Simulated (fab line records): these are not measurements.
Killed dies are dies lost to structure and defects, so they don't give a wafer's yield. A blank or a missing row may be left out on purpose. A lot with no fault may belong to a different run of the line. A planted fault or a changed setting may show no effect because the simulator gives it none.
Lot-split experiment || flow n5 finfet || 7 lots, 39 wafers read, on a route of 1938 steps

ABOUT THE SPLIT
At N5_FIN_SAQP_SPACER1_ALD_24 (deposits SiO2, target thk 20.3 nm, pulse time 1 s, purge time 2 s), the setting temp c was moved away from the recipe's 300 C on 18 of the 39 wafers read, by -4.6% to +4.1%. All remaining wafers had this setting at the recipe value.

FROM THE SPLIT ON TO THE READING: in between, the file shows 1 step
- N5_FIN_SAQP_SPACER1_ETCHBACK_25: etches SiO2 in CHF3/O2, target depth 24.4 nm, time 12.2 s

THE READING
FIN_SAQP.cd nm (the simulator's own value, which no gauge read), in nm, at N5_FIN_SAQP_MANDREL1_REMOVE_56 (chemistry HBr/Cl2/O2, target a-Si, stops on SiNx, bt time 10 s). There is no usual value for it anywhere in the file. Average 20.4 nm, standard deviation 0.13 nm, over the 21 wafers here run with the recipe.

{"wafer": "L074.1", "tool, chamber at the split": "ald sin-04, 0,1,2", "temp c as run, C": 289.9, "against the recipe": "-3.4%", "FIN_SAQP.cd nm, nm": 21.2, "against lot-mates on the recipe": "+0.9"}
{"wafer": "L074.6", "tool, chamber at the split": "ald sin-04, 0,1,2", "temp c as run, C": 289.9, "against the recipe": "-3.4%", "FIN_SAQP.cd nm, nm": 21.2, "against lot-mates on the recipe": "+0.9"}
{"wafer": "L074.2", "tool, chamber at the split": "ald sin-04, 0,1,2", "temp c as run, C": 289.9, "against the recipe": "-3.4%", "FIN_SAQP.cd nm, nm": 21, "against lot-mates on the recipe": "+0.7"}
{"wafer": "L074.3", "tool, chamber at the split": "ald sin-04, 3", "temp c as run, C": 300, "against the recipe": "recipe", "FIN_SAQP.cd nm, nm": 20.2, "against lot-mates on the recipe": "-"}
{"wafer": "L074.5", "tool, chamber at the split": "ald sin-04, 2,1", "temp c as run, C": 300, "against the recipe": "recipe", "FIN_SAQP.cd nm, nm": 20.2, "against lot-mates on the recipe": "-"}
{"wafer": "L074.4", "tool, chamber at the split": "ald sin-04, 2,1", "temp c as run, C": 300, "against the recipe": "recipe", "FIN_SAQP.cd nm, nm": 20.4, "against lot-mates on the recipe": "-"}
{"wafer": "L078.1", "tool, chamber at the split": "ald sin-03, 2,3,1", "temp c as run, C": 300, "against the recipe": "recipe", "FIN_SAQP.cd nm, nm": 20.4, "against lot-mates on the recipe": "-"}
{"wafer": "L078.2", "tool, chamber at the split": "ald sin-03, 0,2,1", "temp c as run, C": 286.2, "against the recipe": "-4.6%", "FIN_SAQP.cd nm, nm": 21.2, "against lot-mates on the recipe": "+0.9"}
{"wafer": "L078.3", "tool, chamber at the split": "ald sin-03, 2,3,1", "temp c as run, C": 300, "against the recipe": "recipe", "FIN_SAQP.cd nm, nm": 20.2, "against lot-mates on the recipe": "-"}
{"wafer": "L078.4", "tool, chamber at the split": "ald sin-03, 2,3,1", "temp c as run, C": 300, "against the recipe": "recipe", "FIN_SAQP.cd nm, nm": 20.2, "against lot-mates on the recipe": "-"}
{"wafer": "L078.5", "tool, chamber at the split": "ald sin-03, 0,2,1", "temp c as run, C": 286.2, "against the recipe": "-4.6%", "FIN_SAQP.cd nm, nm": 21.4, "against lot-mates on the recipe": "+1.1"}
{"wafer": "L078.6", "tool, chamber at the split": "ald sin-03, 0,2,1", "temp c as run, C": 286.2, "against the recipe": "-4.6%", "FIN_SAQP.cd nm, nm": 21.4, "against lot-mates on the recipe": "+1.1"}
{"wafer": "L081.1", "tool, chamber at the split": "ald sin-02, 2,3", "temp c as run, C": 300, "against the recipe": "recipe", "FIN_SAQP.cd nm, nm": 20.6, "against lot-mates on the recipe": "-"}
{"wafer": "L081.2", "tool, chamber at the split": "ald sin-02, 2,3", "temp c as run, C": 300, "against the recipe": "recipe", "FIN_SAQP.cd nm, nm": 20.6, "against lot-mates on the recipe": "-"}
{"wafer": "L081.3", "tool, chamber at the split": "ald sin-02, 0", "temp c as run, C": 300, "against the recipe": "recipe", "FIN_SAQP.cd nm, nm": 20.4, "against lot-mates on the recipe": "-"}
{"wafer": "L081.4", "tool, chamber at the split": "ald sin-02, 1", "temp c as run, C": 290.9, "against the recipe": "-3.0%", "FIN_SAQP.cd nm, nm": 21.2, "against lot-mates on the recipe": "+0.7"}
{"wafer": "L081.6", "tool, chamber at the split": "ald sin-02, 1", "temp c as run, C": 290.9, "against the recipe": "-3.0%", "FIN_SAQP.cd nm, nm": 21.2, "against lot-mates on the recipe": "+0.7"}
{"wafer": "L081.5", "tool, chamber at the split": "ald sin-02, 2", "temp c as run, C": 290.9, "against the recipe": "-3.0%", "FIN_SAQP.cd nm, nm": 21, "against lot-mates on the recipe": "+0.5"}
{"wafer": "L086.2", "tool, chamber at the split": "ald sin-04, 0", "temp c as run, C": 300, "against the recipe": "recipe", "FIN_SAQP.cd nm, nm": 20.4, "against lot-mates on the recipe": "-"}
{"wafer": "L086.5", "tool, chamber at the split": "ald sin-04, 0", "temp c as run, C": 300, "against the recipe": "recipe", "FIN_SAQP.cd nm, nm": 20.4, "against lot-mates on the recipe": "-"}
{"wafer": "L086.6", "tool, chamber at the split": "ald sin-04, 1", "temp c as run, C": 300, "against the recipe": "recipe", "FIN_SAQP.cd nm, nm": 20.2, "against lot-mates on the recipe": "-"}
{"wafer": "L088.1", "tool, chamber at the split": "ald sin-02, 3,1,3", "temp c as run, C": 289.9, "against the recipe": "-3.4%", "FIN_SAQP.cd nm, nm": 21.2, "against lot-mates on the recipe": "+0.7"}
{"wafer": "L088.4", "tool, chamber at the split": "ald sin-02, 3,1,3", "temp c as run, C": 289.9, "against the recipe": "-3.4%", "FIN_SAQP.cd nm, nm": 21.2, "against lot-mates on the recipe": "+0.7"}
{"wafer": "L088.2", "tool, chamber at the split": "ald sin-02, 0,2,2", "temp c as run, C": 300, "against the recipe": "recipe", "FIN_SAQP.cd nm, nm": 20.4, "against lot-mates on the recipe": "-"}
{"wafer": "L088.5", "tool, chamber at the split": "ald sin-02, 0,2,2", "temp c as run, C": 300, "against the recipe": "recipe", "FIN_SAQP.cd nm, nm": 20.4, "against lot-mates on the recipe": "-"}
{"wafer": "L088.3", "tool, chamber at the split": "ald sin-02, 0,2,2", "temp c as run, C": 300, "against the recipe": "recipe", "FIN_SAQP.cd nm, nm": 20.6, "against lot-mates on the recipe": "-"}
{"wafer": "L088.6", "tool, chamber at the split": "ald sin-02, 3,1,3", "temp c as run, C": 289.9, "against the recipe": "-3.4%", "FIN_SAQP.cd nm, nm": 21.4, "against lot-mates on the recipe": "+0.9"}
{"wafer": "L095.1", "tool, chamber at the split": "ald sin-04, 0,1,1", "temp c as run, C": 307.8, "against the recipe": "+2.6%", "FIN_SAQP.cd nm, nm": 20, "against lot-mates on the recipe": -0.3}
{"wafer": "L095.3", "tool, chamber at the split": "ald sin-04, 0,1,1", "temp c as run, C": 307.8, "against the recipe": "+2.6%", "FIN_SAQP.cd nm, nm": 20, "against lot-mates on the recipe": -0.3}
{"wafer": "L095.2", "tool, chamber at the split": "ald sin-04, 2,3,0", "temp c as run, C": 300, "against the recipe": "recipe", "FIN_SAQP.cd nm, nm": 20.4, "against lot-mates on the recipe": "-"}
{"wafer": "L095.4", "tool, chamber at the split": "ald sin-04, 2,3,0", "temp c as run, C": 300, "against the recipe": "recipe", "FIN_SAQP.cd nm, nm": 20.2, "against lot-mates on the recipe": "-"}
{"wafer": "L095.6", "tool, chamber at the split": "ald sin-04, 2,3,0", "temp c as run, C": 300, "against the recipe": "recipe", "FIN_SAQP.cd nm, nm": 20.2, "against lot-mates on the recipe": "-"}
{"wafer": "L095.5", "tool, chamber at the split": "ald sin-04, 0,1,1", "temp c as run, C": 307.8, "against the recipe": "+2.6%", "FIN_SAQP.cd nm, nm": 20.2, "against lot-mates on the recipe": -0.1}
{"wafer": "L096.1", "tool, chamber at the split": "ald sin-02, 3,0,0", "temp c as run, C": 312.2, "against the recipe": "+4.1%", "FIN_SAQP.cd nm, nm": 20, "against lot-mates on the recipe": -0.4}
{"wafer": "L096.2", "tool, chamber at the split": "ald sin-02, 3,0,0", "temp c as run, C": 312.2, "against the recipe": "+4.1%", "FIN_SAQP.cd nm, nm": 20, "against lot-mates on the recipe": -0.4}
{"wafer": "L096.6", "tool, chamber at the split": "ald sin-02, 3,0,0", "temp c as run, C": 312.2, "against the recipe": "+4.1%", "FIN_SAQP.cd nm, nm": 20, "against lot-mates on the recipe": -0.4}
{"wafer": "L096.3", "tool, chamber at the split": "ald sin-02, 2,1,3", "temp c as run, C": 300, "against the recipe": "recipe", "FIN_SAQP.cd nm, nm": 20.4, "against lot-mates on the recipe": "-"}
{"wafer": "L096.4", "tool, chamber at the split": "ald sin-02, 2,1,3", "temp c as run, C": 300, "against the recipe": "recipe", "FIN_SAQP.cd nm, nm": 20.4, "against lot-mates on the recipe": "-"}
{"wafer": "L096.5", "tool, chamber at the split": "ald sin-02, 2,1,3", "temp c as run, C": 300, "against the recipe": "recipe", "FIN_SAQP.cd nm, nm": 20.4, "against lot-mates on the recipe": "-"}
Rows listing several chambers each stand for several wafers; the file does not say which wafer went through which chamber.

FIT RESULTS
A straight line over all 39 wafers: FIN_SAQP.cd nm changes by -0.182 nm for each +1% of temp c; r = -0.93; the points scatter about the line by 0.17 nm.
The same after taking each lot's own level away (the mean of its wafers on the recipe; 39 wafers): -0.179 nm for each +1%; r = -0.94; scatter 0.16 nm.
Per that fit: largest temp c move, reading shift of 0.82 nm.
From 20.27 to 20.53 nm: that is the span of the lots' own levels, equal to 2.0 times the standard deviation above.
Hence the lot-to-lot level has little effect on the slope; both slopes agree.
Check: for one of the wafers moved furthest among these (-4.6%), held out of the fit, the line's prediction against its lot-mates is +0.928 nm. It came out at +0.933 nm against them.

THESE WAFERS: OTHER SPLITS
Note: prior to the reading, these wafers also went through further splits. Each is held against what the fit with the lots' levels taken away leaves over:
{"other split on the same wafers": "N5_WELL_APT_IMPLANT_14 energy kev", "wafers away from the commonest value": 15, "r with FIN_SAQP.cd nm (lot level and that fit taken away)": -0.07}
{"other split on the same wafers": "N5_FIN_SAQP_ALD_61 temp c", "wafers away from the commonest value": 12, "r with FIN_SAQP.cd nm (lot level and that fit taken away)": "+0.05"}

THE WHOLE CHAIN: every reading that the file lists as answering this split, in the file's order
{"step": "N5_FIN_SAQP_SPACER1_ALD_24", "what it does": "deposits SiO2, target thk 20.3 nm, pulse time 1 s, purge time 2 s", "reading": "SiO2_of_FIN_SAQP_SPACER1_ALD_24.thk nm (the simulator's own value, which no gauge read)", "change (the file's fit)": "-0.18 nm for each +1% of the setting", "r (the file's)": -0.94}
{"step": "N5_FIN_SAQP_MANDREL1_REMOVE_56", "what it does": "chemistry HBr/Cl2/O2, target a-Si, stops on SiNx, bt time 10 s", "reading": "FIN_SAQP.cd nm (the simulator's own value, which no gauge read)", "change (the file's fit)": "-0.19 nm for each +1% of the setting", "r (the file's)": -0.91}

THE FILE'S OWN FIT
FIN_SAQP.cd nm changes by -0.19 nm for each +1% of temp c, r = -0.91.
